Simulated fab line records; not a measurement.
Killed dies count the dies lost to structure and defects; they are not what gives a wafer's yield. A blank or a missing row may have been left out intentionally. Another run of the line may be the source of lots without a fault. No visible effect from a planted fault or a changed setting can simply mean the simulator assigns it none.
fab line records	flow n5_finfet
[record] lots = 6	wafers = 18	last_day = 18
route steps=1938 shown BEOL_M5@1189 BEOL_M6@1194 PASSIVATION@1936
lots that met no fault: taken from a fault-free run of the same line
start_h: hours from the record's opening day to when the first of the lot's shown wafers began	wait_h: hours elapsed since this lot's preceding step	" as in the row above	L1.1+2: a single row standing in for several wafers	- no value, or no start given	* or withheld: withheld	< > ~ a bound
route shown NAME@n: a module of which the file shows steps, and the number in the route of the first	usual: the fault-free wafers' mean and standard deviation	same: alike in all rows	chamber/n: place in a boat	sites: the reading at each site	_std_site: how widely they spread, as a standard deviation	_edge_site: the outer-site mean with the inner-site mean subtracted	radius_mm: for every site, how far away it sits from the centre of the wafer	mask NAME#n: copy n	behind: the tool/chamber that last shaped the wafer	hold: why the lot went on hold/how many hours it stayed there/how the hold came to an end	device: the transistor (n, p or np) that didn't switch	end of line: the same wafers' tests at the end of the route	a step with no rows: only its recipe	killed: count of dies lost to structure and defects at first sort (not the wafer's yield)	map: dies across one wafer; x = killed, . = not, _ = none there
set.NAME: the setting that was run; set.NAME@STEP: the one run at that earlier step	model.NAME: the simulator's own value behind a step, which no gauge read
a table for each step, a row for each wafer; lots at some steps of the route
services: a tool's chamber out of use, with start hour (start_h, from the record's first day; less than 0 if before it), hours out, and reason
[[steps]]
[step N5_BEOL_M5_CO_CAP_78]
[recipe] material = Co	target_thk_a = 20	temp_c = 200	precursor = CCTBA/H2	pressure_torr = 30	time_s = 102.1
[usual] heater_power_w = 237/12
lot.wafer	tool	chamber	start_h	wait_h	heater_power_w
L230.2	cvd_co-01	2	215.47	0.0	241
L230.3	"	1	"	"	234
L230.6	"	1	"	"	233
L231.1	cvd_co-02	0	223.52	0.0	217
L231.2	"	1	"	"	223
L231.5	"	0	"	"	216
L234.1	cvd_co-02	2	234.53	0.0	256
L234.2	"	1	"	"	228
L234.5	"	1	"	"	231
L235.1	cvd_co-01	0	241.22	0.0	241
L235.2	"	1	"	"	240
L235.4	"	1	"	"	239
L243.1	cvd_co-02	2	293.70	0.0	258
L243.3	"	1	"	"	235
L243.5	"	0	"	"	222
L245.2	cvd_co-01	0	314.53	0.0	239
L245.4	"	2	"	"	245
L245.5	"	0	"	"	245
[step N5_BEOL_M5_PRE_CLEAN_55]
[recipe] gas = NH3	time_s = 15	temp_c = withheld	rf_power_w = 300
[step N5_BEOL_M5_DEP_56]
[recipe] material = SiCN	target_thk_a = 80	temp_c = withheld	precursor = 3MS/NH3	pressure_torr = 3	rf_w = 202	time_s = 14
[step N5_BEOL_M5_RS_MEAS_57]
[recipe] thk_meas_gauge = four-point-probe	reads = Co_of_BEOL_M5_CO_CAP_78+Cu_of_BEOL_M5_ECD_50+Co_of_BEOL_M5_CVD_47+TaN_of_BEOL_M5_ALD_86
[usual] M5_RS = 0.391/0.014
lot.wafer	tool	chamber	start_h	wait_h	M5_RS[ohm/sq]
L230.2	film_metro-01	-	215.68	0.1	0.380
L230.3	"	-	"	"	0.389
L230.6	"	-	"	"	0.401
L231.1	film_metro-01	-	223.73	0.1	0.380
L231.2	"	-	"	"	0.393
L231.5	"	-	"	"	0.398
L234.1	film_metro-01	-	234.74	0.1	0.376
L234.2	"	-	"	"	0.395
L234.5	"	-	"	"	0.397
L235.1	film_metro-01	-	241.40	0.0	0.392
L235.2	"	-	"	"	0.397
L235.4	"	-	"	"	0.383
L243.1	film_metro-02	-	293.88	0.0	0.369
L243.3	"	-	"	"	0.399
L243.5	"	-	"	"	0.400
L245.2	film_metro-01	-	314.71	0.1	0.397
L245.4	"	-	"	"	0.404
L245.5	"	-	"	"	0.388
[step N5_BEOL_M5_INSPECT_58]
[recipe] inspect_instrument = darkfield	mode = post_dep
[usual] raw_defect_count = 76/27
lot.wafer	tool	chamber	start_h	wait_h	raw_defect_count
L230.2	defect_inspect-01	-	215.71	0.0	80
L230.3	"	-	"	"	69
L230.6	"	-	"	"	66
L231.1	defect_inspect-02	-	223.75	0.0	46
L231.2	"	-	"	"	54
L231.5	"	-	"	"	33
L234.1	defect_inspect-02	-	234.77	0.0	96
L234.2	"	-	"	"	59
L234.5	"	-	"	"	60
L235.1	defect_inspect-01	-	241.43	0.0	67
L235.2	"	-	"	"	73
L235.4	"	-	"	"	67
L243.1	defect_inspect-01	-	293.90	0.0	93
L243.3	"	-	"	"	75
L243.5	"	-	"	"	95
L245.2	defect_inspect-02	-	314.74	0.0	140
L245.4	"	-	"	"	91
L245.5	"	-	"	"	59
[step N5_BEOL_M6_ILD_DEP_00]
[recipe] material = SiCOH_lowk	target_thk_a = 1797.5	temp_c = 300	precursor = DEMS/porogen	pressure_torr = 5	rf_w = 500	time_s = 33.4
[step N5_BEOL_M6_CURE_74]
[recipe] temp_c = 385	time_s = 240	ambient = He/Ar	material = SiCOH_lowk
[step N5_BEOL_M6_THK_MEAS_01]
[recipe] reads = SiCOH_lowk_of_BEOL_M6_ILD_DEP_00
[usual] M6_ILD_THK = 154.5/1.8
lot.wafer	tool	chamber	start_h	wait_h	M6_ILD_THK[nm]
L230.2	film_metro-01	-	216.34	0.4	154.4
L230.3	"	-	"	"	155.9
L230.6	"	-	"	"	155.4
L231.1	film_metro-02	-	224.37	0.4	150.7
L231.2	"	-	"	"	152.6
L231.5	"	-	"	"	154.2
L234.1	film_metro-01	-	235.38	0.4	154.7
L234.2	"	-	"	"	152.1
L234.5	"	-	"	"	155.9
L235.1	film_metro-01	-	242.11	0.4	152.9
L235.2	"	-	"	"	153.2
L235.4	"	-	"	"	156.1
L243.1	film_metro-02	-	294.52	0.4	154.2
L243.3	"	-	"	"	154.5
L243.5	"	-	"	"	155.3
L245.2	film_metro-02	-	315.35	0.4	152.3
L245.4	"	-	"	"	156.8
L245.5	"	-	"	"	157.4
[step N5_BEOL_M6_PECVD_70]
[recipe] material = SiO2	target_thk_a = 200	temp_c = 400	precursor = TEOS/O2	pressure_torr = 5.5	rf_w = 450	teos_flow_sccm = 53.8	gas = O2	flow_sccm = 3000	time_s = 22.7
[usual] heater_power_w = 698/65	showerhead_plenum_p_Torr = 8.76/0.049	throttle_valve_pct = 22.1/0.93
lot.wafer	tool	chamber	start_h	wait_h	heater_power_w	showerhead_plenum_p_Torr	throttle_valve_pct
L230.2	pecvd-04	0	216.37	0.0	711	8.77	23.6
L230.3	"	1	"	"	679	8.68	22.7
L230.6	"	1	"	"	689	8.70	22.5
L231.1	pecvd-03	1	224.41	0.0	760	8.68	22.1
L231.2	"	0	"	"	752	8.72	22.2
L231.5	"	0	"	"	754	8.75	21.9
L234.1	pecvd-04	1	235.42	0.0	676	8.69	22.7
L234.2	"	0	"	"	689	8.78	23.3
L234.5	"	1	"	"	679	8.69	22.7
L235.1	pecvd-03	2	242.15	0.0	601	8.79	20.9
L235.2	"	1	"	"	670	8.69	22.4
L235.4	"	2	"	"	601	8.78	20.8
L243.1	pecvd-03	1	294.56	0.0	717	8.71	22.8
L243.3	"	2	"	"	610	8.78	21.0
L243.5	"	0	"	"	757	8.73	22.1
L245.2	pecvd-01	1	315.39	0.0	687	8.81	21.5
L245.4	"	1	"	"	682	8.84	21.3
L245.5	"	2	"	"	798	8.76	22.8
[step N5_BEOL_M6_HM_DEP_02]
[recipe] material = TiN	target_thk_a = 200	temp_c = 25	chamber_pressure_pa = 0.49996
[usual] throttle_valve_pct = 30.2/0.78
lot.wafer	tool	chamber	start_h	wait_h	throttle_valve_pct
L230.2	pvd_sputter-03	-	217.41	1.0	30.9
L230.3	"	-	"	"	29.3
L230.6	"	-	"	"	28.8
L231.1	pvd_sputter-01	-	226.43	2.0	30.9
L231.2	"	-	"	"	30.8
L231.5	"	-	"	"	30.8
L234.1	pvd_sputter-01	-	236.56	1.1	31.0
L234.2	"	-	"	"	30.9
L234.5	"	-	"	"	30.9
L235.1	pvd_sputter-02	-	242.94	0.8	30.0
L235.2	"	-	"	"	30.7
L235.4	"	-	"	"	30.0
L243.1	pvd_sputter-03	-	295.47	0.9	29.8
L243.3	"	-	"	"	28.7
L243.5	"	-	"	"	31.0
L245.2	pvd_sputter-01	-	316.56	1.1	30.7
L245.4	"	-	"	"	29.4
L245.5	"	-	"	"	30.7
[step N5_BEOL_M6_COAT_59]
[recipe] resist = SOC	temp_c = 250	time_s = 60	spin_rpm = 1500	resist_thk_nm = 100
[step N5_BEOL_M6_COAT_60]
[recipe] resist = SiARC	temp_c = 220	time_s = 60	spin_rpm = 1500	resist_thk_nm = 35
[step N5_BEOL_M6_COAT_05]
[recipe] resist = CAR-ArF	spin_rpm = 1500	resist_thk_nm = 90
[usual] exhaust_pa = 44.9/1	spin_speed_rpm = 1499.9/1
lot.wafer	tool	chamber	start_h	wait_h	exhaust_pa	spin_speed_rpm	model.CAR-ArF_of_BEOL_M6_COAT_05.thk_nm
L230.2	litho_track-01	0	217.54	-	43.7	1500.7	90.2
L230.3	"	0	"	"	45.2	1499.5	90
L230.6	"	0	"	"	44.0	1502.6	90
L231.1	litho_track-04	0	226.56	-	44.8	1500.3	90
L231.2	"	0	"	"	45.6	1499.3	90.2
L231.5	"	0	"	"	43.6	1499.6	90.2
L234.1	litho_track-04	0	236.69	-	44.2	1571.7	88.2
L234.2	"	0	"	"	43.9	1571.7	88.2
L234.5	"	0	"	"	44.3	1572.2	88
L235.1	litho_track-04	0	243.07	-	44.6	1570.0	88
L235.2	"	0	"	"	45.0	1570.7	87.8
L235.4	"	0	"	"	44.1	1570.3	87.8
L243.1	litho_track-03	0	295.60	-	43.1	1501.2	90.2
L243.3	"	0	"	"	42.4	1501.6	90
L243.5	"	0	"	"	43.7	1499.7	90
L245.2	litho_track-01	0	316.69	-	45.3	1498.6	89.8
L245.4	"	0	"	"	45.0	1499.5	89.6
L245.5	"	0	"	"	45.5	1500.6	89.6
[step N5_BEOL_M6_EBR_07]
[recipe] solvent = PGMEA	ebr_width_mm = 1.5
[step N5_BEOL_M6_SOFTBAKE_06]
[recipe] temp_c = 110	time_s = 60	resist = CAR-ArF
[step N5_BEOL_M6_EXPOSE_08]
[recipe] mask_id = M6	na = 1.35	source_shape = dipole	sigma_inner = 0.817	sigma_outer = 0.97	polarization = te	dose_mj = 68.25
[step N5_BEOL_M6_PEB_09]
[recipe] peb_temp_c = withheld	peb_time_s = 60	resist = CAR-ArF
[step N5_BEOL_M6_DEVELOP_10]
[recipe] develop_time_s = 30	developer = TMAH	resist = CAR-ArF	rinse_liquid = diw	dry = air_spin	dev_temp_c = 23
[step N5_BEOL_M6_CD_MEAS_11]
[recipe] target_cd_nm = 38.5	landing_energy_ev = 500	detector = se_inlens	polarity = opening
[usual] cd_nm = 38.3/0.46
lot.wafer	tool	chamber	start_h	wait_h	cd_nm
L230.2	cd_sem-01	0	217.91	-	38.8
L230.3	"	0	"	"	37.9
L230.6	"	0	"	"	38.2
L231.1	cd_sem-01	0	226.80	-	38.3
L231.2	"	0	"	"	38.0
L231.5	"	0	"	"	38.2
L234.1	cd_sem-02	0	237.06	-	37.8
L234.2	"	0	"	"	38.3
L234.5	"	0	"	"	38.1
L235.1	cd_sem-02	0	243.32	-	38.1
L235.2	"	0	"	"	38.3
L235.4	"	0	"	"	37.8
L243.1	cd_sem-03	0	295.97	-	37.8
L243.3	"	0	"	"	37.4
L243.5	"	0	"	"	38.0
L245.2	cd_sem-02	0	317.06	-	38.3
L245.4	"	0	"	"	38.2
L245.5	"	0	"	"	37.7
[step N5_BEOL_M6_OVL_MEAS_12]
[recipe] points_per_wafer = 44
[usual] M6_OVL = 0.1/0.7
lot.wafer	tool	chamber	start_h	wait_h	M6_OVL[nm]
L230.2	overlay-02	0	217.94	0.0	0.9
L230.3	"	0	"	"	0.4
L230.6	"	0	"	"	0.0
L231.1	overlay-02	0	226.83	0.0	0.0
L231.2	"	0	"	"	1.5
L231.5	"	0	"	"	-0.2
L234.1	overlay-01	0	237.09	0.0	-0.8
L234.2	"	0	"	"	0.1
L234.5	"	0	"	"	-0.8
L235.1	overlay-01	0	243.35	0.0	-0.2
L235.2	"	0	"	"	1.9
L235.4	"	0	"	"	1.1
L243.1	overlay-02	0	296.00	0.0	-0.5
L243.3	"	0	"	"	0.7
L243.5	"	0	"	"	0.1
L245.2	overlay-01	0	317.08	0.0	0.1
L245.4	"	0	"	"	-0.9
L245.5	"	0	"	"	-1.2
[step N5_BEOL_M6_INSPECT_13]
[recipe] mode = adi	inspect_instrument = brightfield
[usual] raw_defect_count = 433/110
lot.wafer	tool	chamber	start_h	wait_h	raw_defect_count
L230.2	defect_inspect-02	-	217.96	0.0	375
L230.3	"	-	"	"	230
L230.6	"	-	"	"	289
L231.1	defect_inspect-01	-	226.85	0.0	337
L231.2	"	-	"	"	297
L231.5	"	-	"	"	311
L234.1	defect_inspect-02	-	237.11	0.0	541
L234.2	"	-	"	"	343
L234.5	"	-	"	"	385
L235.1	defect_inspect-02	-	243.37	0.0	369
L235.2	"	-	"	"	372
L235.4	"	-	"	"	326
L243.1	defect_inspect-01	-	296.02	0.0	476
L243.3	"	-	"	"	663
L243.5	"	-	"	"	577
L245.2	defect_inspect-01	-	317.11	0.0	459
L245.4	"	-	"	"	446
L245.5	"	-	"	"	313
[step N5_BEOL_M6_DESCUM_16]
[recipe] chemistry = O2	time_s = 7.9	source_power_w = 50	bias_power_w = 20	pressure_mtorr = 20	rf_frequency_hz = 2.712e+07	temp_c = 40	resist = CAR-ArF	o2_flow_sccm = 225
[usual] bias_power_w = 20.00/0.062	drypump_motor_current_A = 5.7/0.4	oes_product_au = 0.82/0.082	rf_vpp_V = 243.3/1.4	showerhead_plenum_p_Torr = 2.09/0.073	throttle_valve_pct = 20.28/0.2
lot.wafer	tool	chamber	start_h	wait_h	bias_power_w	drypump_motor_current_A	oes_product_au	rf_hours_counter_h	rf_vpp_V	showerhead_plenum_p_Torr	throttle_valve_pct
L230.2	rie_diel-02	3	218.00	0.0	20.01	5.6	0.89	29	245.3	2.13	20.03
L230.3	"	1	"	"	19.93	5.2	0.84	70	245.2	2.12	20.28
L230.6	"	0	"	"	19.97	5.8	0.70	-	241.8	1.99	20.38
L231.1	rie_diel-05	1	227.07	0.2	20.04	5.6	0.83	63	242.4	2.03	20.46
L231.2	"	3	"	"	20.05	5.2	0.87	52	246.0	2.21	20.28
L231.5	"	0	"	"	20.07	5.7	0.88	-	242.3	2.03	20.26
L234.1	rie_diel-04	3	237.14	0.0	20.05	6.5	0.69	225	243.4	2.16	20.60
L234.2	"	0	"	"	20.10	5.2	0.90	17	243.3	2.04	19.78
L234.5	"	1	"	"	19.93	5.4	0.86	-	243.7	2.12	20.28
L235.1	rie_diel-04	2	243.49	0.1	20.13	5.7	1.02	3	243.2	2.04	20.13
L235.2	"	1	"	"	20.02	5.4	0.85	62	245.5	2.12	20.29
L235.4	"	0	"	"	20.01	5.2	0.90	19	242.3	2.04	19.79
L243.1	rie_diel-02	0	296.06	0.0	20.08	5.8	0.69	229	240.9	1.98	20.42
L243.3	"	1	"	"	19.92	5.2	0.81	92	243.7	2.11	20.31
L243.5	"	0	"	"	20.02	5.8	0.68	-	242.4	1.98	20.43
L245.2	rie_diel-05	1	317.14	0.0	19.91	5.6	0.79	92	242.4	2.02	20.50
L245.4	"	0	"	"	20.03	5.8	0.83	74	241.8	2.02	20.31
L245.5	"	1	"	"	20.04	5.7	0.79	-	242.5	2.02	20.52
[step N5_BEOL_M6_ETCH_61]
[recipe] chemistry = CF4	target = SiARC	target_depth_a = 455	mask_material = CAR-ArF	time_s = 75.8	ion_energy_ev = 80	pressure_mtorr = 40	source_w = 545	bias_w = 36	Ar_flow_sccm = 100	cf4_flow_sccm = 100	ends = cleared
[usual] drypump_motor_current_A = 5.7/0.4	etch_rf_on_time_s = 75.5/1.2	mfc_ar_sccm = 100.0/0.3	oes_product_au = 0.71/0.069	rf_vpp_V = 184.1/1.2	showerhead_plenum_p_Torr = 2.14/0.07	throttle_valve_pct = 15.48/0.19
lot.wafer	tool	chamber	start_h	wait_h	drypump_motor_current_A	etch_rf_on_time_s	mfc_ar_sccm	oes_product_au	rf_hours_counter_h	rf_vpp_V	showerhead_plenum_p_Torr	throttle_valve_pct	model.CAR-ArF_of_BEOL_M6_COAT_05.thk_nm
L230.2	rie_diel-02	3	218.04	0.0	5.7	76.3	100.1	0.75	29	185.5	2.18	15.20	51
L230.3	"	1	"	"	5.3	76.2	100.0	0.72	70	184.0	2.16	15.48	51
L230.6	"	0	"	"	5.8	77.2	100.2	0.61	-	183.5	2.04	15.63	50.8
L231.1	rie_diel-05	1	227.11	0.0	5.6	73.8	101.0	0.71	63	182.9	2.09	15.61	51
L231.2	"	3	"	"	5.2	74.4	100.2	0.74	52	186.8	2.28	15.54	51
L231.5	"	0	"	"	5.8	74.5	99.6	0.74	-	182.8	2.08	15.38	51.2
L234.1	rie_diel-04	3	237.18	0.0	6.5	76.0	100.1	0.59	225	184.6	2.19	15.71	49
L234.2	"	0	"	"	5.2	75.5	100.2	0.77	17	183.1	2.11	15.10	49
L234.5	"	1	"	"	5.4	74.0	99.9	0.74	-	182.9	2.16	15.40	49
L235.1	rie_diel-04	2	243.52	0.0	5.8	73.4	100.0	0.87	3	184.0	2.10	15.38	48.8
L235.2	"	1	"	"	5.4	75.3	100.5	0.72	62	183.6	2.16	15.40	48.6
L235.4	"	0	"	"	5.2	75.9	100.4	0.76	19	183.9	2.11	15.11	48.6
L243.1	rie_diel-02	0	296.09	0.0	5.8	78.0	99.6	0.59	229	181.8	2.03	15.69	50.8
L243.3	"	1	"	"	5.2	76.4	99.7	0.70	92	183.6	2.16	15.52	50.6
L243.5	"	0	"	"	5.8	77.4	100.3	0.59	-	182.6	2.03	15.68	50.6
L245.2	rie_diel-05	1	317.18	0.0	5.6	74.0	100.2	0.69	92	183.2	2.08	15.64	50.6
L245.4	"	0	"	"	5.8	74.1	99.8	0.72	74	182.8	2.07	15.44	50.6
L245.5	"	1	"	"	5.6	73.7	100.2	0.69	-	184.3	2.08	15.65	50.6
[step N5_BEOL_M6_ETCH_62]
[recipe] chemistry = N2/H2	target = SOC	target_depth_a = 1100	overetch_a = 220	mask_material = SiARC	temp_c = 40	time_s = 165	ion_energy_ev = 200	pressure_mtorr = 30	source_w = 840	bias_w = 150	n2_flow_sccm = 200	h2_flow_sccm = 200
[usual] drypump_motor_current_A = 5.7/0.4	h2_flow_sccm = 200.1/0.61	oes_product_au = 0.70/0.064	rf_vpp_V = 524.1/2.5	showerhead_plenum_p_Torr = 2.55/0.088	throttle_valve_pct = 17.70/0.22
lot.wafer	tool	chamber	start_h	wait_h	drypump_motor_current_A	h2_flow_sccm	oes_product_au	rf_hours_counter_h	rf_vpp_V	showerhead_plenum_p_Torr	throttle_valve_pct
L230.2	rie_diel-02	3	218.09	0.0	5.6	199.0	0.74	30	524.6	2.59	17.49
L230.3	"	1	"	"	5.2	200.3	0.72	70	525.6	2.59	17.76
L230.6	"	0	"	"	5.8	201.1	0.61	-	520.8	2.41	17.79
L231.1	rie_diel-05	1	227.17	0.0	5.6	200.7	0.70	63	521.2	2.47	17.86
L231.2	"	3	"	"	5.2	199.8	0.73	52	528.7	2.71	17.75
L231.5	"	0	"	"	5.8	200.3	0.73	-	522.8	2.49	17.77
L234.1	rie_diel-04	3	237.23	0.0	6.5	201.1	0.59	225	524.2	2.61	17.90
L234.2	"	0	"	"	5.2	200.3	0.76	17	522.7	2.48	17.13
L234.5	"	1	"	"	5.4	199.9	0.72	-	524.6	2.59	17.66
L235.1	rie_diel-04	2	243.58	0.0	5.8	200.5	0.85	3	522.4	2.49	17.54
L235.2	"	1	"	"	5.4	201.5	0.72	62	523.7	2.59	17.66
L235.4	"	0	"	"	5.2	200.1	0.75	19	523.2	2.48	17.14
L243.1	rie_diel-02	0	296.15	0.0	5.8	199.9	0.59	229	520.1	2.40	17.83
L243.3	"	1	"	"	5.2	200.6	0.69	92	524.9	2.58	17.81
L243.5	"	0	"	"	5.8	199.6	0.60	-	520.1	2.40	17.82
L245.2	rie_diel-05	1	317.23	0.0	5.6	200.8	0.68	92	522.0	2.46	17.93
L245.4	"	0	"	"	5.8	200.7	0.70	74	520.1	2.47	17.84
L245.5	"	1	"	"	5.6	200.2	0.67	-	521.8	2.46	17.90
[step N5_PASSIVATION_PROBE_49]
[usual] defect_limited_yield = 91.3/1.7	killed_at_M0_to_M3 = 33/11	killed_at_M4_up = 14/5.5	killed_at_contacts = 13/6.5	killed_at_front_end = 39/13	killed_at_other = 3.4/2.9	killed_dies = 103/20	killed_open = 69/15	killed_short = 32/8.1	sort_bin_5_function = 5.1/1.1	sort_bin_6_memory = 3.3/0.74	sort_n_pass = 1077/20	sort_yield_pct = 91.3/1.7
[same] gross_dies = 1180	killed_at_back_side = 0	sort_bin_4_leakage[%] = 0	sort_bin_8_speed[%] = 0
lot.wafer	tool	chamber	start_h	wait_h	defect_limited_yield[%]	killed_at_M0_to_M3	killed_at_M4_up	killed_at_contacts	killed_at_front_end	killed_at_other	killed_dies	killed_open	killed_short	sort_bin_5_function[%]	sort_bin_6_memory[%]	sort_n_pass	sort_yield_pct[%]
L231.1	prober-01	-	330.91	0.0	91.0	37	13	14	38	4	106	73	32	4.9	4.0	1074	91.0
L231.2	prober-01	-	330.96	0.1	93.3	36	8	8	25	2	79	49	26	4.2	1.9	1101	93.3
L231.5	prober-01	-	331.11	0.2	88.6	59	17	10	46	2	134	83	49	5.9	5.2	1046	88.6
L235.1	prober-01	-	335.75	0.0	92.1	55	8	8	20	2	93	64	24	4.6	3.0	1087	92.1
L235.2	prober-01	-	335.80	0.1	90.8	54	8	5	41	1	109	62	46	6.3	2.7	1071	90.8
L235.4	prober-01	-	335.90	0.2	90.1	50	13	16	36	2	117	79	36	6.0	3.4	1063	90.1
L234.1	prober-02	-	337.72	0.0	89.7	39	18	10	50	4	121	75	44	6.6	3.5	1059	89.7
L234.2	prober-02	-	337.77	0.1	94.7	23	15	4	19	1	62	43	18	3.0	2.1	1118	94.7
L234.5	prober-02	-	337.92	0.2	93.3	39	11	2	26	1	79	44	34	3.6	3.0	1101	93.3
L245.2	prober-02	-	423.62	0.9	92.7	34	16	14	20	2	86	62	23	4.2	3.0	1094	92.7
L245.4	prober-02	-	423.72	1.0	92.8	14	14	12	42	3	85	57	26	4.2	2.8	1095	92.8
L245.5	prober-02	-	423.77	1.0	92.7	19	15	16	32	4	86	55	31	4.2	2.9	1094	92.7
// killed by level:class
L231.1 MOL_CONTACT_COAG:geometric_particle:open=13 FIN_SAQP:geometric_particle:open=10 BEOL_M0_SAQP:geometric_particle:open=9 BEOL_M0_SAQP:geometric_particle:short=7 FIN_SAQP:geometric_particle:short=6 BEOL_M5:geometric_particle:open=5 DUMMY_GATE:geometric_particle:open=4 BEOL_M2:geometric_particle:open=4
L231.2 BEOL_M0:geometric_particle:open=11 BEOL_M0_SAQP:geometric_particle:short=8 BEOL_M0_SAQP:geometric_particle:open=6 FIN_SAQP:geometric_particle:open=5 MOL_CONTACT_COAG:geometric_particle:open=5 BEOL_M1:geometric_particle:open=5 DUMMY_GATE:geometric_particle:open=3 MOL_CONTACT_COAG:geometric_particle:short=3
L231.5 BEOL_M0_SAQP:geometric_particle:short=17 BEOL_M0_SAQP:geometric_particle:open=14 FIN_SAQP:geometric_particle:open=13 MOL_CONTACT_COAG:geometric_particle:open=9 BEOL_M1:geometric_particle:open=8 BEOL_M2:geometric_particle:open=8 FIN_SAQP:geometric_particle:short=7 BEOL_M3:geometric_particle:open=6
L235.1 BEOL_M0_SAQP:geometric_particle:open=18 BEOL_M1:geometric_particle:open=14 BEOL_M0_SAQP:geometric_particle:short=7 MOL_CONTACT_COAG:geometric_particle:open=6 BEOL_M2:geometric_particle:open=6 DUMMY_GATE:geometric_particle:open=4 BEOL_M3:geometric_particle:short=4 BEOL_M4:geometric_particle:open=4
L235.2 BEOL_M0_SAQP:geometric_particle:short=16 BEOL_M0_SAQP:geometric_particle:open=15 FIN_SAQP:geometric_particle:open=10 BEOL_M3:geometric_particle:short=9 DUMMY_GATE:geometric_particle:open=7 BEOL_M1:geometric_particle:open=5 STARTING-WAFER:geometric_particle:short=5 FIN_SAQP:geometric_particle:short=4
L235.4 BEOL_M1:geometric_particle:open=16 MOL_CONTACT_COAG:geometric_particle:open=14 BEOL_M0_SAQP:geometric_particle:open=11 DUMMY_GATE:geometric_particle:open=10 BEOL_M0_SAQP:geometric_particle:short=10 STI_FIN_REVEAL:geometric_particle:open=5 BEOL_M4:geometric_particle:open=5 FIN_SAQP:geometric_particle:open=4
L234.1 BEOL_M4:geometric_particle:open=12 STI_FIN_REVEAL:geometric_particle:open=10 BEOL_M0_SAQP:geometric_particle:short=9 FIN_SAQP:geometric_particle:open=8 BEOL_M2:geometric_particle:open=8 MOL_CONTACT_COAG:geometric_particle:open=7 BEOL_M0_SAQP:geometric_particle:open=7 STARTING-WAFER:geometric_particle:short=7
L234.2 BEOL_M4:geometric_particle:open=7 BEOL_M0_SAQP:geometric_particle:open=5 BEOL_M2:geometric_particle:open=5 STARTING-WAFER:geometric_particle:short=5 ILD0:geometric_particle:open=4 MOL_CONTACT_COAG:geometric_particle:open=4 BEOL_M3:geometric_particle:open=4 BEOL_M1:geometric_particle:open=3
L234.5 BEOL_M0_SAQP:geometric_particle:short=11 BEOL_M0_SAQP:geometric_particle:open=9 FIN_SAQP:geometric_particle:open=5 GATE_CUT:geometric_particle:short=4 BEOL_M0:geometric_particle:open=4 STARTING-WAFER:geometric_particle:open=4 FIN_SAQP:geometric_particle:short=3 BEOL_M1:geometric_particle:open=3
L245.2 MOL_CONTACT_COAG:geometric_particle:open=11 BEOL_M0_SAQP:geometric_particle:open=11 BEOL_M4:geometric_particle:open=9 STI_FIN_REVEAL:geometric_particle:open=7 FIN_SAQP:geometric_particle:short=5 BEOL_M2:geometric_particle:open=5 BEOL_M3:geometric_particle:open=5 BEOL_M0_SAQP:geometric_particle:short=4
L245.4 STI_FIN_REVEAL:geometric_particle:open=12 MOL_CONTACT_COAG:geometric_particle:open=9 GATE_CUT:geometric_particle:short=8 BEOL_M4:geometric_particle:open=7 BEOL_M0_SAQP:geometric_particle:open=5 FIN_SAQP:geometric_particle:short=4 DUMMY_GATE:geometric_particle:open=4 STARTING-WAFER:geometric_particle:open=4
L245.5 MOL_CONTACT_COAG:geometric_particle:open=12 FIN_SAQP:geometric_particle:open=8 FIN_SAQP:geometric_particle:short=7 BEOL_M4:geometric_particle:open=7 STI_FIN_REVEAL:geometric_particle:open=6 GATE_CUT:geometric_particle:short=4 MOL_CONTACT_COAG:geometric_particle:short=4 BEOL_M2:geometric_particle:open=4
[[services]]
tool	chamber	start_h	hours	kind
cvd_co-02	-	194.42	2.5	repair
pecvd-04	2	202.38	-	clean
pecvd-04	2	202.38	-	consumable_replace:showerhead
rie_diel-05	2	206.62	-	clean
rie_diel-05	2	206.62	-	consumable_replace:focus_ring
rie_diel-05	2	206.62	23.4	scheduled_down
rie_diel-05	2	206.62	23.4	vent_cycle
rie_diel-04	0	212.51	4.9	repair
rie_diel-04	2	214.43	1.4	repair
rie_diel-04	2	217.64	-	clean
rie_diel-04	2	217.64	-	consumable_replace:focus_ring
rie_diel-04	2	217.64	18.5	scheduled_down
rie_diel-04	2	217.64	18.5	vent_cycle
pecvd-04	2	233.59	5.8	repair
cvd_co-02	-	238.92	2.8	pm
pecvd-01	1	243.29	17.6	repair
pecvd-01	-	245.94	0.7	repair
cvd_co-01	-	246.00	2.8	pm
pecvd-04	-	265.39	0.2	repair
pecvd-01	-	268.67	0.6	repair
pecvd-04	-	284.97	2.8	pm
pecvd-03	0	296.46	5.5	scheduled_down
rie_diel-04	3	302.35	11.0	repair
rie_diel-05	-	312.36	2.8	pm
[[key]]
[first_sign] step = N5_BEOL_M6_COAT_05	reading = spin_speed_rpm	direction = up	sigmas = 71	usual = *	struck = *
effect none on later readings
[model_effect] step = N5_BEOL_M6_COAT_05	value = CAR-ArF_of_BEOL_M6_COAT_05.thk_nm	without = 90.07	struck = 88
[model_effect] step = N5_BEOL_M6_ETCH_61	value = CAR-ArF_of_BEOL_M6_COAT_05.thk_nm	without = 50.9	struck = 48.83
met_at N5_BEOL_M6_COAT_05
struck_wafers L234.1,L234.2,L234.5,L235.1,L235.2,L235.4
onset_between 226.56 236.69
[fault] kind = process_parameter_drift	tool = litho_track-04	chamber = -	onset_h = 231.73	steps = N5_BEOL_M6_COAT_05	channel = spin_rpm	offset = *	shape = step	end_h = 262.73	acts_in = *	stated = *
